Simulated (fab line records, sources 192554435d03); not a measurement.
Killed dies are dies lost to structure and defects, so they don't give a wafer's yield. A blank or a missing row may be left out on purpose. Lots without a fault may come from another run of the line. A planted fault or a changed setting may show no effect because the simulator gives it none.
Split-lot experiment | flow n5_finfet | 7 lots, 21 wafers read, on a route of 1938 steps

THE SPLIT
At N5_MIM_TOP_ALD_01 (deposits HfO2, target thk 5.6 nm, pulse time 1 s, purge time 3 s), the setting ald_cycles was moved away from the recipe's 62 on 3 of the 21 wafers read, by -14.5% to -9.7%. The other wafers ran this setting at the recipe's value.

The reading is taken at the split's own step.

THE READING
HfO2_of_MIM_TOP_ALD_01.thk_nm (the simulator's own value, which no gauge read), in nm, at N5_MIM_TOP_ALD_01 (deposits HfO2, target thk 5.6 nm, pulse time 1 s, purge time 3 s). The file gives no usual value for it.

wafer  | tool, chamber at the split | ald_cycles as run | against the recipe | HfO2_of_MIM_TOP_ALD_01.thk_nm, nm | against lot-mates on the recipe
L080.1 | ald_hk-03, 1,2,0           | 62                | recipe             | 5.6                               | -
L080.4 | ald_hk-03, 1,2,0           | 62                | recipe             | 5.6                               | -
L080.5 | ald_hk-03, 1,2,0           | 62                | recipe             | 5.6                               | -
L083.2 | ald_hk-01, 0,2,3           | 62                | recipe             | 5.6                               | -
L083.3 | ald_hk-01, 0,2,3           | 62                | recipe             | 5.6                               | -
L083.4 | ald_hk-01, 0,2,3           | 62                | recipe             | 5.6                               | -
L085.3 | ald_hk-01, 0,1,1           | 62                | recipe             | 5.6                               | -
L085.4 | ald_hk-01, 0,1,1           | 62                | recipe             | 5.6                               | -
L085.6 | ald_hk-01, 0,1,1           | 62                | recipe             | 5.6                               | -
L084.3 | ald_hk-02, 1,3,3           | 62                | recipe             | 5.6                               | -
L084.4 | ald_hk-02, 1,3,3           | 62                | recipe             | 5.6                               | -
L084.6 | ald_hk-02, 1,3,3           | 62                | recipe             | 5.6                               | -
L076.1 | ald_hk-02, 3,1             | 62                | recipe             | 5.6                               | -
L076.3 | ald_hk-02, 3,1             | 62                | recipe             | 5.6                               | -
L076.2 | ald_hk-02, 2               | 56                | -9.7%              | 5                                 | -0.6
L090.1 | ald_hk-02, 3,2             | 62                | recipe             | 5.6                               | -
L090.4 | ald_hk-02, 3,2             | 62                | recipe             | 5.6                               | -
L090.3 | ald_hk-02, 0               | 53                | -14.5%             | 4.8                               | -0.8
L093.1 | ald_hk-03, 3,2             | 62                | recipe             | 5.6                               | -
L093.5 | ald_hk-03, 3,2             | 62                | recipe             | 5.6                               | -
L093.3 | ald_hk-03, 1               | 55                | -11.3%             | 5                                 | -0.6
Where a row lists several chambers, the file gives one row for several wafers and doesn't say which wafer went through which chamber.

THE FIT
A straight line over all 21 wafers: HfO2_of_MIM_TOP_ALD_01.thk_nm changes by +0.056 nm for each +1% of ald_cycles; r = +1.00; the points scatter about the line by 0.016 nm.
The same after taking each lot's own level away (the mean of its wafers on the recipe; 21 wafers): +0.056 nm for each +1%; r = +1.00; scatter 0.016 nm.
On that fit, the largest move of ald_cycles shifts the reading by 0.81 nm.
The lots' own levels span 5.60 to 5.60 nm.
So the lot-to-lot level changes the slope little: the two slopes agree.
Check: with one of the wafers moved furthest among these (-14.5%) left out of the fit, the line predicts -0.826 nm for it against its lot-mates. It came out at -0.8 nm against them.

OTHER SPLITS ON THESE WAFERS
These wafers also went through other splits before the reading. Each is held against what the fit with the lots' levels taken away leaves over:
other split on the same wafers | wafers away from the commonest value | r with HfO2_of_MIM_TOP_ALD_01.thk_nm (lot level and that fit taken away)
N5_MIM_BOT_SPUTTER_00 time_s   | 8                                    | -0.18

THE FILE'S OWN FIT
HfO2_of_MIM_TOP_ALD_01.thk_nm changes by +0.056 nm for each +1% of ald_cycles, r = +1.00.
